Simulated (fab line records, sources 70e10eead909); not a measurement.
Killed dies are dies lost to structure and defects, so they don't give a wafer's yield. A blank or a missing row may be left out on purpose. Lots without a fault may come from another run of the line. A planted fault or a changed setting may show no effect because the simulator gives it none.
fab line records | flow nand_harc
record lots=11 wafers=33 last_day=34
route steps=1302 shown P_M2@331 END@1302
lots that met no fault: from a run of the same line without faults
start_h: hours from the record's first day to the start of the lot's first wafer shown | wait_h: hours since the lot's step before | " the same as in the row above | L1.1+2: a row that stands for several wafers | - no value, or no start given | * or withheld: withheld | < > ~ a bound
route shown NAME@n: a module of which the file shows steps, and the number in the route of the first | usual: mean/standard deviation of fault-free wafers | same: alike in all rows | chamber/n: place in a boat | sites: the reading at each site | _std_site: their standard deviation | _edge_site: outer sites' mean less inner sites' | radius_mm: how far each site lies from the wafer's centre | mask NAME#n: copy n | behind: the tool/chamber that last shaped the wafer | hold: why the lot was held/for how many hours/how that ended | device: the transistor (n, p or np) that didn't switch | end of line: the same wafers' tests at the end of the route | a step without rows: its recipe alone | killed: dies lost to structure and defects at the first sort, not the wafer's yield | map: a wafer's dies, x killed, . not, _ none there
set.NAME: the setting as run; set.NAME@STEP: as run at that earlier step | model.NAME: the simulator's own value behind a step, which no gauge read
steps of the route over a sample of lots; a table a step, a row a wafer
services: from which hour (start_h, from the record's first day; less than 0 if before it) a tool's chamber was out of use, for how many hours, and why
## steps
# step NHARC_P_M2_DESCUM_14
# recipe time_s=3 o2_flow_sccm=200 ar_flow_sccm=0 bias_power_w=0 chemistry=O2
# usual drypump_motor_current_A=5.7/0.57 oes_product_au=1.000/0.011 rf_vpp_V=57.9/0.89 showerhead_plenum_p_Torr=1.95/0.092 throttle_valve_pct=11.313/0.0091
# columns lot.wafer tool chamber start_h wait_h drypump_motor_current_A oes_product_au rf_hours_counter_h rf_vpp_V showerhead_plenum_p_Torr throttle_valve_pct
L425.3 rie_diel-12 2 143.34 0.1 5.4 1.007 2.4 57.1 1.83 11.329
L425.4 " 1 " " 4.9 0.996 - 59.0 1.95 11.308
L425.5 " 0 " " 6.4 1.003 - 58.2 2.03 11.303
L426.2 rie_diel-06 3 145.21 0.1 5.8 0.995 0.5 56.4 1.79 11.303
L426.3 " 0 " " 5.8 1.002 0.5 58.4 1.96 11.313
L426.5 " 0 " " 5.8 1.000 - 59.0 1.96 11.315
L428.2 rie_diel-07 1 159.97 0.1 4.9 0.999 1.6 57.8 2.03 11.305
L428.4 " 2 " " 6.3 1.014 1.6 57.2 1.90 11.300
L428.6 " 0 " " 6.3 1.001 - 57.3 1.86 11.316
L429.1 rie_diel-06 1 169.79 0.1 5.1 1.011 1.2 59.7 2.05 11.315
L429.4 " 2 " " 5.2 1.007 1.7 56.5 2.07 11.299
L429.2 " 3 " " 5.8 1.005 2.0 57.9 1.79 11.317
L435.3 rie_diel-06 1 220.95 0.1 5.1 1.006 3.4 59.1 2.05 11.286
L435.1 " 3 " " 5.8 0.996 4.1 58.4 1.79 11.304
L435.5 " 2 " " 5.2 1.000 - 58.3 2.07 11.310
L439.1 rie_diel-06 2 273.49 0.1 5.2 1.005 5.6 58.6 2.07 11.301
L439.4 " 3 " " 5.8 0.998 6.2 57.0 1.79 11.322
L439.6 " 1 " " 5.1 1.013 - 58.7 2.05 11.303
L438.1 rie_diel-06 2 276.29 0.1 5.2 1.006 5.8 58.4 2.07 11.317
L438.4 " 1 " " 5.1 1.001 5.8 56.4 2.05 11.314
L438.6 " 3 " " 5.8 1.012 - 56.4 1.79 11.282
L442.3 rie_diel-06 1 296.46 0.1 5.1 1.014 7.1 58.6 2.05 11.298
L442.2 " 2 " " 5.2 1.010 6.8 58.2 2.07 11.313
L442.1 " 3 " " 5.8 0.999 7.5 57.7 1.79 11.306
L443.4 rie_diel-12 2 309.11 0.1 5.4 1.001 1.7 56.8 1.83 11.310
L443.3 " 3 " " 5.7 1.012 1.7 59.7 2.03 11.305
L443.6 " 1 " " 4.9 1.005 - 57.1 1.95 11.320
L446.3 rie_diel-06 0 342.22 0.1 5.8 0.998 1.2 59.3 1.95 11.296
L446.4 " 1 " " 5.1 1.013 1.5 57.7 2.05 11.299
L446.6 " 1 " " 5.1 1.012 - 59.9 2.05 11.304
L448.2 rie_diel-12 1 356.05 0.1 5.0 1.008 5.0 57.2 1.95 11.320
L448.1 " 2 " " 5.4 1.023 4.9 58.6 1.83 11.315
L448.5 " 2 " " 5.4 1.018 - 57.0 1.83 11.312
# step NHARC_P_M2_ETCH_35
# recipe target_depth_a=400 overetch_a=120 time_s=43.94 ion_energy_ev=200 n2_flow_sccm=150 h2_flow_sccm=150 ar_flow_sccm=0 rf_w=400 bias_w=150 chemistry=N2/H2
# usual drypump_motor_current_A=5.7/0.57 oes_product_au=1.000/0.012 rf_vpp_V=431.4/3 showerhead_plenum_p_Torr=2.07/0.1 throttle_valve_pct=14.170/0.0099
# columns lot.wafer tool chamber start_h wait_h drypump_motor_current_A oes_product_au rf_hours_counter_h rf_vpp_V showerhead_plenum_p_Torr throttle_valve_pct
L425.3 rie_diel-12 1 143.44 0.1 5.0 0.982 3.0 431.5 2.08 14.153
L425.4 " 1 " " 5.0 0.983 - 431.6 2.08 14.163
L425.5 " 2 " " 5.4 1.010 - 428.9 1.95 14.154
L426.2 rie_diel-06 2 145.32 0.1 5.2 0.991 0.5 434.0 2.21 14.186
L426.3 " 3 " " 5.8 0.987 0.5 426.0 1.90 14.170
L426.5 " 2 " " 5.2 0.994 - 434.7 2.21 14.166
L428.2 rie_diel-07 1 160.06 0.1 4.9 0.994 1.6 435.3 2.16 14.181
L428.4 " 2 " " 6.2 1.015 1.6 430.0 2.03 14.167
L428.6 " 3 " " 6.6 0.993 - 429.0 2.00 14.149
L429.1 rie_diel-06 3 169.88 0.1 5.8 0.995 2.1 425.8 1.90 14.176
L429.4 " 0 " " 5.8 0.992 2.3 432.5 2.09 14.174
L429.2 " 1 " " 5.1 1.007 1.2 435.5 2.19 14.182
L435.1 rie_diel-06 1 221.06 0.1 5.1 1.002 3.4 435.4 2.19 14.170
L435.3 " 2 " " 5.2 0.995 3.5 435.2 2.21 14.171
L435.5 " 2 " " 5.2 1.004 - 434.0 2.21 14.177
L439.1 rie_diel-06 2 273.56 0.1 5.2 1.012 5.6 436.4 2.21 14.183
L439.4 " 0 " " 5.8 0.989 6.5 431.2 2.09 14.160
L439.6 " 3 " " 5.8 1.002 - 427.4 1.90 14.168
L438.4 rie_diel-06 0 276.38 0.1 5.8 0.985 6.8 431.5 2.09 14.162
L438.1 " 2 " " 5.2 0.999 5.8 434.8 2.21 14.173
L438.6 " 3 " " 5.8 0.994 - 426.8 1.90 14.187
L442.3 rie_diel-06 1 296.55 0.1 5.1 1.010 7.1 435.4 2.19 14.188
L442.1 " 2 " " 5.2 1.015 6.8 436.1 2.21 14.160
L442.2 " 3 " " 5.8 1.007 7.5 426.9 1.90 14.166
L443.4 rie_diel-12 3 309.18 0.1 5.7 1.001 1.7 434.1 2.16 14.170
L443.3 " 1 " " 5.0 1.004 1.2 430.9 2.08 14.184
L443.6 " 3 " " 5.7 1.018 - 433.9 2.17 14.148
L446.4 rie_diel-06 0 342.30 0.1 5.8 0.981 1.2 431.5 2.08 14.164
L446.3 " 1 " " 5.1 1.022 1.5 435.0 2.19 14.175
L446.6 " 0 " " 5.8 0.984 - 430.4 2.08 14.168
L448.1 rie_diel-12 2 356.14 0.1 5.4 1.025 4.9 427.5 1.94 14.163
L448.2 " 1 " " 5.0 1.010 5.0 432.6 2.08 14.166
L448.5 " 2 " " 5.4 1.022 - 428.1 1.94 14.167
# step NHARC_P_M2_ECD_22
# recipe target_thk_a=4000 bath_temp_c=25 material=Cu
# columns lot.wafer tool chamber start_h wait_h
L425.4+3+5 ecd_cu-01 1,0,1 144.89 -
L426.2+3+5 ecd_cu-02 1 146.67 -
L428.2+4+6 ecd_cu-02 1,1,0 161.39 -
L428.2+4+6 ecd_cu-02 1,1,0 161.94 0.5
L429.1+2+4 ecd_cu-01 0,1,1 171.17 -
L429.1+2+4 ecd_cu-01 0,1,1 171.72 0.5
L435.1+3+5 ecd_cu-01 1,1,0 222.42 -
L435.1+3+5 ecd_cu-01 1,1,0 222.95 -
L439.1+4+6 ecd_cu-02 1,0,1 274.86 -
L438.1+4+6 ecd_cu-02 1,0,1 277.71 -
L442.1+2+3 ecd_cu-01 0,1,1 297.84 -
L443.4+3+6 ecd_cu-02 0,1,0 310.57 -
L446.4+3+6 ecd_cu-02 1,0,1 343.69 -
L448.2+1+5 ecd_cu-02 1,0,1 357.43 -
# step NHARC_P_M2_ANNEAL_31
# recipe temp_c=225 time_s=90
# usual wafer_temp_C_max=226.03/0.22
# columns lot.wafer tool chamber start_h wait_h wafer_temp_C_max
L425.3 rtp_anneal-01 0 145.27 - 225.99
L425.4 " 0 " " 225.85
L425.5 " 0 " " 226.05
L426.2 rtp_anneal-01 0 147.10 - 225.78
L426.3 " 0 " " 225.85
L426.5 " 0 " " 226.10
L428.2 rtp_anneal-01 0 162.37 0.4 225.93
L428.4 " 0 " " 226.20
L428.6 " 0 " " 225.66
L429.1 rtp_anneal-02 0 172.15 0.4 226.35
L429.2 " 0 " " 226.07
L429.4 " 0 " " 225.73
L435.1 rtp_anneal-02 0 223.75 - 225.90
L435.3 " 0 " " 225.78
L435.5 " 0 " " 225.95
L439.1 rtp_anneal-01 0 275.23 - 225.87
L439.4 " 0 " " 226.19
L439.6 " 0 " " 225.99
L438.1 rtp_anneal-02 0 278.03 - 226.09
L438.4 " 0 " " 225.98
L438.6 " 0 " " 226.36
L442.1 rtp_anneal-01 0 298.22 0.3 225.98
L442.2 " 0 " " 226.03
L442.3 " 0 " " 226.09
L443.3 rtp_anneal-02 0 310.96 0.3 225.82
L443.4 " 0 " " 226.12
L443.6 " 0 " " 226.42
L446.3 rtp_anneal-01 0 344.08 - 225.99
L446.4 " 0 " " 226.13
L446.6 " 0 " " 226.17
L448.1 rtp_anneal-01 0 357.96 0.4 226.03
L448.2 " 0 " " 225.97
L448.5 " 0 " " 226.11
# step NHARC_P_M2_CMP_23
# recipe t_overpolish_s=20 target_thk_nm=144.3
# usual motor_current_A=11.9/1.1 time_to_endpoint_s=28.9/2.4
# columns lot.wafer tool chamber start_h wait_h motor_current_A time_to_endpoint_s
L425.4 cmp-01 2 145.51 - 11.9 27.1
L425.3 " 0 " " 14.1 30.3
L425.5 " 2 " " 12.2 25.7
L426.2 cmp-01 1 147.42 - 12.4 27.4
L426.3 " 3 " " 11.1 28.5
L426.5 " 0 " " 13.4 30.9
L428.2 cmp-02 2 162.71 - 10.2 54.4
L428.4 " 3 " " 12.8 58.0
L428.6 " 0 " " 11.7 56.3
L429.4 cmp-02 3 172.49 - 12.5 59.6
L429.1 " 0 " " 11.6 60.4
L429.2 " 1 " " 12.4 54.3
L435.1 cmp-01 2 224.12 - 11.6 55.2
L435.3 " 0 " " 13.0 58.8
L435.5 " 2 " " 11.8 52.5
L439.1 cmp-03 2 275.58 - 9.8 31.7
L439.4 " 3 " " 12.0 29.6
L439.6 " 3 " " 11.8 31.2
L438.4 cmp-02 1 278.38 - 12.5 28.3
L438.1 " 0 " " 11.6 31.2
L438.6 " 2 " " 10.2 29.6
L442.3 cmp-01 1 298.59 - 12.6 30.4
L442.2 " 2 " " 11.4 25.4
L442.1 " 3 " " 10.7 28.3
L443.4 cmp-03 3 311.20 - 11.9 31.2
L443.3 " 0 " " 13.5 29.6
L443.6 " 0 " " 13.3 32.1
L446.3 cmp-03 3 344.32 - 11.7 31.1
L446.4 " 1 " " 12.2 31.4
L446.6 " 3 " " 11.9 32.5
L448.1 cmp-01 2 358.36 - 11.7 26.5
L448.2 " 3 " " 10.0 28.7
L448.5 " 1 " " 12.5 28.8
# step NHARC_END_SORT_01
# recipe temp_c=25
# usual defect_limited_yield=93.3/1.5 killed_at_array=41/10 killed_at_other=0.8/0.91 killed_at_periphery=4.2/2.9 killed_dies=46/10 killed_open=3.5/2.1 killed_short=2.5/1.6 sort_bin_2_pct=2.4/0.71 sort_bin_3_pct=0.6/0.33 sort_bin_4_pct=3.8/0.93 sort_n_pass=631/10 sort_rim_yield_pct=86/4.5 sort_yield_pct=93.3/1.5
# same gross_dies=677 sort_bin_5_pct[%]=0 sort_bin_6_pct[%]=0 sort_bin_7_pct[%]=0 sort_bin_8_pct[%]=0 sort_rim_n_gross=106.00
# columns lot.wafer tool chamber start_h wait_h defect_limited_yield[%] killed_at_array killed_at_other killed_at_periphery killed_dies killed_open killed_short sort_bin_2_pct[%] sort_bin_3_pct[%] sort_bin_4_pct[%] sort_n_pass sort_rim_yield_pct[%] sort_yield_pct[%]
L429.1 prober-02 0 593.36 2.5 93.9 32 0 9 41 4 2 2.2 0.1 3.7 636 87 93.9
L429.2 prober-02 0 594.16 2.8 93.5 34 1 9 44 3 1 2.4 0.1 4.0 633 87 93.5
L429.4 prober-02 0 595.76 3.4 93.8 34 0 8 42 2 4 1.9 0.1 4.1 635 88 93.8
L439.1 prober-01 0 692.74 2.5 94.5 32 0 5 37 1 2 2.4 0.4 2.7 640 86 94.5
L439.4 prober-01 0 695.11 3.4 91.9 46 0 9 55 3 2 3.2 0.3 4.6 622 78 91.9
L439.6 prober-01 0 696.69 4.0 94.2 32 0 7 39 1 3 1.5 0.4 3.8 638 85 94.2
# killed by level:class
L429.1 A_CHANNEL_HOLE_D2:chamber_film_flake=19 P_ZERO_WELL:chamber_film_flake=4 P_BONDPAD:chamber_film_flake=3 A_STAIRCASE:chamber_film_flake=3 A_DECK1_JOINT:chamber_film_flake=2 A_CONTACT:chamber_film_flake=2 P_GATE:geometric_particle:open=1 P_M0:geometric_particle:open=1
L429.2 A_CHANNEL_HOLE_D2:chamber_film_flake=12 A_STAIRCASE:chamber_film_flake=7 A_CONTACT:chamber_film_flake=4 P_ZERO_WELL:chamber_film_flake=3 P_BONDPAD:chamber_film_flake=3 A_CHANNEL_HOLE_D1:chamber_film_flake=3 P_M0:geometric_particle:open=2 A_DECK1_JOINT:chamber_film_flake=2
L429.4 A_CHANNEL_HOLE_D2:chamber_film_flake=18 P_BONDPAD:chamber_film_flake=6 A_DECK1_JOINT:chamber_film_flake=3 A_STAIRCASE:chamber_film_flake=3 A_ONON_D2:geometric_particle:short=2 A_CONTACT:chamber_film_flake=2 P_ZERO_WELL:chamber_film_flake=2 A_ONON_D2:geometric_particle:open=1
L439.1 A_CHANNEL_HOLE_D1:chamber_film_flake=13 A_CHANNEL_HOLE_D2:chamber_film_flake=10 P_GATE:chamber_film_flake=5 A_DECK1_JOINT:geometric_particle:short=1 A_SGD_CUT:geometric_particle:short=1 A_M0:geometric_particle:open=1 A_CHANNEL_FILL_D2:chamber_film_flake=1 A_STAIRCASE:chamber_film_flake=1
L439.4 A_CHANNEL_HOLE_D1:chamber_film_flake=20 A_CHANNEL_HOLE_D2:chamber_film_flake=15 P_GATE:chamber_film_flake=7 A_STAIRCASE:chamber_film_flake=2 A_BLC:chamber_film_flake=2 P_M0:geometric_particle:open=1 P_M1:geometric_particle:open=1 A_SLIT:chamber_film_flake=1
L439.6 A_CHANNEL_HOLE_D1:chamber_film_flake=16 P_GATE:chamber_film_flake=6 A_CHANNEL_HOLE_D2:chamber_film_flake=5 A_ZERO_WELL:chamber_film_flake=2 A_STAIRCASE:chamber_film_flake=2 A_BLC:chamber_film_flake=2 P_STI:geometric_particle:short=1 A_CHANNEL_HOLE_D1:geometric_particle:short=1
## services
# columns tool chamber start_h hours kind
cmp-01 - 122.67 3.5 repair
ecd_cu-02 - 129.62 1.1 repair
rie_diel-06 - 130.20 9.0 pm
rie_diel-12 3 137.92 6.4 repair
ecd_cu-02 - 156.15 2.3 repair
ecd_cu-01 - 160.00 8.0 pm
ecd_cu-01 - 168.37 2.0 repair
rie_diel-06 2 170.13 5.6 repair
rie_diel-06 1 171.44 4.3 repair
rie_diel-12 3 180.21 3.2 repair
cmp-01 - 185.53 4.0 pm
rie_diel-06 3 186.67 2.1 repair
rie_diel-06 0 212.90 11.7 repair
cmp-01 - 234.24 0.3 repair
ecd_cu-02 - 244.25 8.0 pm
rie_diel-12 3 248.83 7.0 repair
ecd_cu-02 - 263.24 1.3 repair
ecd_cu-02 - 266.63 0.9 repair
rie_diel-12 - 268.68 9.0 pm
rie_diel-06 0 286.08 2.9 repair
rie_diel-06 - 307.20 9.0 pm
ecd_cu-01 - 312.80 1.9 repair
ecd_cu-02 - 328.40 0.5 repair
ecd_cu-01 - 336.00 8.0 pm
## key
first_sign step=NHARC_P_M2_ECD_22 reading=visit direction=added
effect step=NHARC_P_M2_CMP_23 reading=time_to_endpoint_s direction=up sigmas=12 usual=* struck=*
met_at NHARC_P_M2_ECD_22
struck_lots L428,L429,L435
not_acting_at NHARC_P_M2_DESCUM_14,NHARC_P_M2_ETCH_35,NHARC_P_M2_ANNEAL_31
fault kind=repeated_step_whole tool=ecd_cu-01,ecd_cu-02 chamber=- onset_h=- steps=NHARC_P_M2_ECD_22 times=1 scope=struck_lots_only
